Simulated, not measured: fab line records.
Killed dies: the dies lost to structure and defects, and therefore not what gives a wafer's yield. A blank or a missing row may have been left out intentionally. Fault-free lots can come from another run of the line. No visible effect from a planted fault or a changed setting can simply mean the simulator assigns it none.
8D (eight disciplines) problem report, filled in by code ; flow nand harc ; the parts of the form that need people (team, actions taken, sign-off) are left out

== 1. WHAT WENT WRONG ==
Mean of oes product au at NHARC_P_CONTACT_ETCH_18: 1.244 a.u. across 6 wafers in 2 lots; on wafers with no fault it is 0.961 a.u. (standard deviation 0.021). Measured from the usual mean, that is +13 standard deviations.
The step: etches the open film in C4F8/O2/Ar, target depth 481 nm, time 240.5 s.
The first sign was on wafer L736.2 at day 10 08:28, on rie diel-13. The record has a number at this step for 36 wafers belonging to 12 lots. The rule behind "out" and "out of limits": a value lying over 4 standard deviations away from the usual mean. The rest of the wafers with a number are treated as sound.

== 2. WHAT IT IS, WHAT IT ISN'T ==
question;is;is not
which readings at this step;oes product au;rf vpp V
which lots;L736, L737;L726, L729, L738, L741, L742, L743, L745, L746, L747, L749
which wafers of those lots;all that have a number;-
read on which tools;rie diel-13;rie diel-04, rie diel-08
when;from day 10 08:28;"up to then (6 sound wafers); but 24 sound wafers of L738, L741, L742, L743, L745, L746, L747, L749 came after"

== 3. WHAT RULES OUT EACH SUSPECT ==
Counting: any tool at a process step up to the reading is kept as a suspect provided that every lot that is out went through it and no sound lot did after the first of them.
- rtp anneal-02 at NHARC_P_GATE_RTA_80 (time 30 s): ruled out as a lasting fault. Following L736 (day 10 05:42), the first lot on it that is out, the sound lots L738, L741, L745, L746, L747 were run on it.
- rie diel-13 at NHARC_P_CONTACT_ETCH_35 (etches the open film in CF4, target depth 39 nm, time 65 s): ruled out as a lasting fault. Following L736 (day 10 08:04), the first lot on it that is out, the sound lots L746 were run on it.
- rie diel-13 at NHARC_P_CONTACT_ETCH_18 (etches the open film in C4F8/O2/Ar, target depth 481 nm, time 240.5 s): ruled out as a lasting fault. Following L736 (day 10 08:28), the first lot on it that is out, the sound lots L746 were run on it.
Left after counting: nothing in the record.

== 4. THE CAUSE (what the simulator had put in) ==
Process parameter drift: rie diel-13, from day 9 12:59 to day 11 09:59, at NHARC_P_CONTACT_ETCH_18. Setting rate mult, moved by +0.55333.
Counting ruled it out, wrongly.

== 5. THE CHAIN OF EFFECTS, in route order ==
Each row: a reading whose mean over the struck wafers that have a number lies more than 3 standard deviations from the usual. Only readings for which the record gives a usual standard deviation are gone through. hours: the time from each lot's start at the first step in this table that gives one to its start at this step, as a median over the lots. sigmas: the change in usual standard deviations.
hours;step;reading;usual;on struck wafers;change;sigmas
0;NHARC_P_CONTACT_ETCH_18;oes product au;0.961 a.u.;1.244;+0.283;+13
The process steps in it:
- NHARC_P_CONTACT_ETCH_18: etches the open film in C4F8/O2/Ar, target depth 481 nm, time 240.5 s.

== 6. WHAT WOULD HAVE CAUGHT IT SOONER ==
First out-of-limits reading in this record: day 10 08:28, which is 19 hours after fault onset at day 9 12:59.
